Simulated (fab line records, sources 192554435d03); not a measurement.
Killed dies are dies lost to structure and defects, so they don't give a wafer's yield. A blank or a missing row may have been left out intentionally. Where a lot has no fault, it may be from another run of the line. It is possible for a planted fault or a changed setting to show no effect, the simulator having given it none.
Split-lot study / flow n5Finfet / route with 1938 steps; 7 lots, 21 wafers read

== ON THE SPLIT ==
At N5_BEOL_M13_EXPOSE_07 (exposes mask V12), the setting doseMj was moved away from the recipe's 24.8 on 3 of the 21 wafers read, by -3.3% to +6.5%. For the rest of the wafers, this setting stayed at what the recipe calls for.

== FROM THE SPLIT TO THE READING: what the file shows between them, 9 steps ==
- N5_BEOL_M13_PEB_08: peb time 90 s
- N5_BEOL_M13_DEVELOP_09: develop time 45 s
- N5_BEOL_M13_HARDBAKE_14: time 120 s
- N5_BEOL_M13_CD_MEAS_10: target cd 190 nm
- N5_BEOL_M13_DESCUM_15: chemistry O2, time 7.9 s (also split here: timeS)
- N5_BEOL_M13_ETCH_59: etches BARC in N2/H2, target depth 89 nm, overetch 26.7 nm, time 67.9 s
- N5_BEOL_M13_VIA_ETCH_16: etches SiOC in C4F8/O2/Ar, target depth 921.7 nm
- N5_BEOL_M13_STRIP_71: strips in post etch residue remover, time 60 s
- N5_BEOL_M13_SRD_72: time 30 s, dry time 30 s

== THE READING ==
At N5_BEOL_M13_CD_MEAS_17: cdNm in nanometres, against a target cd of 190 nm. On this fab line, fault-free wafers typically give 190.5 nm with a standard deviation of 1.6 nm.

wafer=L076.1; tool, chamber at the split=krfScanner-02, 0; doseMj as run=24.8; against the recipe=recipe; cdNm, nm=187.6; against lot-mates on the recipe=-
wafer=L076.2; tool, chamber at the split=krfScanner-02, 0; doseMj as run=24.8; against the recipe=recipe; cdNm, nm=187.5; against lot-mates on the recipe=-
wafer=L076.5; tool, chamber at the split=krfScanner-02, 0; doseMj as run=25.41; against the recipe=+2.5%; cdNm, nm=189.6; against lot-mates on the recipe=+2.0
wafer=L077.4; tool, chamber at the split=krfScanner-01, 0; doseMj as run=24.8; against the recipe=recipe; cdNm, nm=192.3; against lot-mates on the recipe=-
wafer=L077.5; tool, chamber at the split=krfScanner-01, 0; doseMj as run=24.8; against the recipe=recipe; cdNm, nm=192.5; against lot-mates on the recipe=-
wafer=L077.6; tool, chamber at the split=krfScanner-01, 0; doseMj as run=24.8; against the recipe=recipe; cdNm, nm=191.9; against lot-mates on the recipe=-
wafer=L082.1; tool, chamber at the split=krfScanner-02, 0; doseMj as run=24.8; against the recipe=recipe; cdNm, nm=191.8; against lot-mates on the recipe=-
wafer=L082.2; tool, chamber at the split=krfScanner-02, 0; doseMj as run=24.8; against the recipe=recipe; cdNm, nm=192.0; against lot-mates on the recipe=-
wafer=L082.5; tool, chamber at the split=krfScanner-02, 0; doseMj as run=24.8; against the recipe=recipe; cdNm, nm=190.7; against lot-mates on the recipe=-
wafer=L084.2; tool, chamber at the split=krfScanner-02, 0; doseMj as run=24.8; against the recipe=recipe; cdNm, nm=190.1; against lot-mates on the recipe=-
wafer=L084.5; tool, chamber at the split=krfScanner-02, 0; doseMj as run=24.8; against the recipe=recipe; cdNm, nm=190.3; against lot-mates on the recipe=-
wafer=L084.6; tool, chamber at the split=krfScanner-02, 0; doseMj as run=24.8; against the recipe=recipe; cdNm, nm=191.4; against lot-mates on the recipe=-
wafer=L089.1; tool, chamber at the split=krfScanner-01, 0; doseMj as run=24.8; against the recipe=recipe; cdNm, nm=190.4; against lot-mates on the recipe=-
wafer=L089.4; tool, chamber at the split=krfScanner-01, 0; doseMj as run=26.42; against the recipe=+6.5%; cdNm, nm=199.2; against lot-mates on the recipe=+8.2
wafer=L089.6; tool, chamber at the split=krfScanner-01, 0; doseMj as run=24.8; against the recipe=recipe; cdNm, nm=191.5; against lot-mates on the recipe=-
wafer=L093.2; tool, chamber at the split=krfScanner-02, 0; doseMj as run=23.97; against the recipe=-3.3%; cdNm, nm=187.1; against lot-mates on the recipe=-3.0
wafer=L093.4; tool, chamber at the split=krfScanner-02, 0; doseMj as run=24.8; against the recipe=recipe; cdNm, nm=190.6; against lot-mates on the recipe=-
wafer=L093.5; tool, chamber at the split=krfScanner-02, 0; doseMj as run=24.8; against the recipe=recipe; cdNm, nm=189.5; against lot-mates on the recipe=-
wafer=L094.1; tool, chamber at the split=krfScanner-01, 0; doseMj as run=24.8; against the recipe=recipe; cdNm, nm=192.6; against lot-mates on the recipe=-
wafer=L094.2; tool, chamber at the split=krfScanner-01, 0; doseMj as run=24.8; against the recipe=recipe; cdNm, nm=191.0; against lot-mates on the recipe=-
wafer=L094.4; tool, chamber at the split=krfScanner-01, 0; doseMj as run=24.8; against the recipe=recipe; cdNm, nm=192.9; against lot-mates on the recipe=-

THE FIT
A straight line over all 21 wafers: cdNm changes by +1.07 nm for each +1% of doseMj; r = +0.73; the points scatter about the line by 1.7 nm.
The same after taking each lot's own level away (the mean of its wafers on the recipe; 21 wafers): +1.14 nm for each +1%; r = +0.96; scatter 0.62 nm.
The reading moves by 7.5 nm for the largest change in doseMj, on that fit.
The span of the lots' own levels, 187.55 to 192.23 nm, comes to 2.9 times the standard deviation stated above.
So the lot-to-lot level blurs the effect unless lot-mates are compared.
Check: with one of the wafers moved furthest among these (+6.5%) left out of the fit, the line predicts +5.64 nm for it against its lot-mates. It came out at +8.25 nm against them.

== OTHER SPLITS APPLIED TO THESE WAFERS ==
Before the reading, these wafers also passed through other splits. Each is held against what the fit with the lots' levels taken away leaves over:
other split on the same wafers=N5_BEOL_M11_EXPOSE_08 doseMj; wafers away from the commonest value=6; r with cdNm (lot level and that fit taken away)=+0.18
other split on the same wafers=N5_BEOL_M11_CURE_72 timeS; wafers away from the commonest value=11; r with cdNm (lot level and that fit taken away)=+0.29
other split on the same wafers=N5_BEOL_M13_DESCUM_15 timeS; wafers away from the commonest value=12; r with cdNm (lot level and that fit taken away)=+0.01

== THE WHOLE CHAIN: every reading that the file lists as answering this split, in the file's order ==
step=N5_BEOL_M13_CD_MEAS_10; what it does=target cd 190 nm; reading=cdNm; change (the file's fit)=+1.12 nm for each +1% of the setting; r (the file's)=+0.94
step=N5_BEOL_M13_CD_MEAS_17; what it does=target cd 190 nm; reading=cdNm; change (the file's fit)=+1.15 nm for each +1% of the setting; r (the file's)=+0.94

== FILE'S OWN FIT ==
cdNm changes by +1.15 nm for each +1% of doseMj, r = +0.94.
